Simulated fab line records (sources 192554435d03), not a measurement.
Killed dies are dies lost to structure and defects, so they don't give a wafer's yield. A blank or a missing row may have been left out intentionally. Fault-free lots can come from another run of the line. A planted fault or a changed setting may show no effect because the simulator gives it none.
Split-lot study || flow n5_finfet || 21 wafers read from 7 lots, route of 1938 steps

== ABOUT THE SPLIT ==
At N5_BEOL_M11_TRENCH_ETCH_37 (etches SiCOH lowk in C4F6/O2, target depth 148.83 nm, time 48 s), the setting bias_w was moved away from the recipe's 185 W on 2 of the 21 wafers read, by +16.2% to +17.7%. For the rest of the wafers, this setting stayed at what the recipe calls for.

The split's own step is where the reading is taken.

== THE READING ==
rf_vpp_V, in V, at N5_BEOL_M11_TRENCH_ETCH_37 (etches SiCOH lowk in C4F6/O2, target depth 148.83 nm, time 48 s). On this fab line, fault-free wafers typically give 665 V with a standard deviation of 4 V.

{"wafer": "L076.1", "tool, chamber at the split": "rie_diel-04, 0", "bias_w as run, W": 185, "against the recipe": "recipe", "rf_vpp_V, V": 669, "against lot-mates on the recipe": "-"}
{"wafer": "L076.5", "tool, chamber at the split": "rie_diel-04, 2", "bias_w as run, W": 185, "against the recipe": "recipe", "rf_vpp_V, V": 664, "against lot-mates on the recipe": "-"}
{"wafer": "L076.6", "tool, chamber at the split": "rie_diel-04, 3", "bias_w as run, W": 185, "against the recipe": "recipe", "rf_vpp_V, V": 659, "against lot-mates on the recipe": "-"}
{"wafer": "L080.4", "tool, chamber at the split": "rie_diel-03, 2", "bias_w as run, W": 185, "against the recipe": "recipe", "rf_vpp_V, V": 662, "against lot-mates on the recipe": "-"}
{"wafer": "L080.5", "tool, chamber at the split": "rie_diel-03, 3", "bias_w as run, W": 185, "against the recipe": "recipe", "rf_vpp_V, V": 674, "against lot-mates on the recipe": "-"}
{"wafer": "L080.6", "tool, chamber at the split": "rie_diel-03, 2", "bias_w as run, W": 185, "against the recipe": "recipe", "rf_vpp_V, V": 662, "against lot-mates on the recipe": "-"}
{"wafer": "L082.3", "tool, chamber at the split": "rie_diel-03, 0", "bias_w as run, W": 185, "against the recipe": "recipe", "rf_vpp_V, V": 666, "against lot-mates on the recipe": "-"}
{"wafer": "L082.4", "tool, chamber at the split": "rie_diel-03, 2", "bias_w as run, W": 185, "against the recipe": "recipe", "rf_vpp_V, V": 662, "against lot-mates on the recipe": "-"}
{"wafer": "L082.6", "tool, chamber at the split": "rie_diel-03, 0", "bias_w as run, W": 214.9, "against the recipe": "+16.2%", "rf_vpp_V, V": 749, "against lot-mates on the recipe": "+85"}
{"wafer": "L083.3", "tool, chamber at the split": "rie_diel-03, 3", "bias_w as run, W": 185, "against the recipe": "recipe", "rf_vpp_V, V": 675, "against lot-mates on the recipe": "-"}
{"wafer": "L083.4", "tool, chamber at the split": "rie_diel-03, 1", "bias_w as run, W": 185, "against the recipe": "recipe", "rf_vpp_V, V": 664, "against lot-mates on the recipe": "-"}
{"wafer": "L083.5", "tool, chamber at the split": "rie_diel-03, 2", "bias_w as run, W": 185, "against the recipe": "recipe", "rf_vpp_V, V": 663, "against lot-mates on the recipe": "-"}
{"wafer": "L084.1", "tool, chamber at the split": "rie_diel-04, 3", "bias_w as run, W": 185, "against the recipe": "recipe", "rf_vpp_V, V": 659, "against lot-mates on the recipe": "-"}
{"wafer": "L084.3", "tool, chamber at the split": "rie_diel-04, 0", "bias_w as run, W": 217.7, "against the recipe": "+17.7%", "rf_vpp_V, V": 761, "against lot-mates on the recipe": "+98"}
{"wafer": "L084.6", "tool, chamber at the split": "rie_diel-04, 1", "bias_w as run, W": 185, "against the recipe": "recipe", "rf_vpp_V, V": 666, "against lot-mates on the recipe": "-"}
{"wafer": "L085.1", "tool, chamber at the split": "rie_diel-04, 1", "bias_w as run, W": 185, "against the recipe": "recipe", "rf_vpp_V, V": 666, "against lot-mates on the recipe": "-"}
{"wafer": "L085.3", "tool, chamber at the split": "rie_diel-04, 2", "bias_w as run, W": 185, "against the recipe": "recipe", "rf_vpp_V, V": 664, "against lot-mates on the recipe": "-"}
{"wafer": "L085.6", "tool, chamber at the split": "rie_diel-04, 1", "bias_w as run, W": 185, "against the recipe": "recipe", "rf_vpp_V, V": 667, "against lot-mates on the recipe": "-"}
{"wafer": "L096.3", "tool, chamber at the split": "rie_diel-04, 0", "bias_w as run, W": 185, "against the recipe": "recipe", "rf_vpp_V, V": 669, "against lot-mates on the recipe": "-"}
{"wafer": "L096.5", "tool, chamber at the split": "rie_diel-04, 1", "bias_w as run, W": 185, "against the recipe": "recipe", "rf_vpp_V, V": 666, "against lot-mates on the recipe": "-"}
{"wafer": "L096.6", "tool, chamber at the split": "rie_diel-04, 2", "bias_w as run, W": 185, "against the recipe": "recipe", "rf_vpp_V, V": 665, "against lot-mates on the recipe": "-"}

THE FIT
A straight line over all 21 wafers: rf_vpp_V changes by +5.3 V for each +1% of bias_w; r = +0.99; the points scatter about the line by 4.2 V.
The same after taking each lot's own level away (the mean of its wafers on the recipe; 21 wafers): +5.43 V for each +1%; r = +0.99; scatter 3.9 V.
On that fit, the largest move of bias_w shifts the reading by 96 V.
The lots' own levels span 662.5 to 667.3 V, that is 1.2 times the standard deviation above.
Hence the lot-to-lot level has little effect on the slope; both slopes agree.
Check: with one of the wafers moved furthest among these (+17.7%) left out of the fit, the line predicts +93 V for it against its lot-mates. Against them it came out at +98.5 V.
Tool readings at the split's step, against how far the setting was moved: rf_vpp_V r = +0.99.

== THE OTHER SPLITS THESE WAFERS WENT THROUGH ==
Other splits were also applied to these wafers ahead of the reading. Each is held against what the fit with the lots' levels taken away leaves over:
{"other split on the same wafers": "N5_BEOL_M11_VIA_ETCH_34 time_s", "wafers away from the commonest value": 10, "r with rf_vpp_V (lot level and that fit taken away)": "+0.15"}

== FILE'S OWN FIT ==
rf_vpp_V changes by +5.43 V for each +1% of bias_w, r = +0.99.
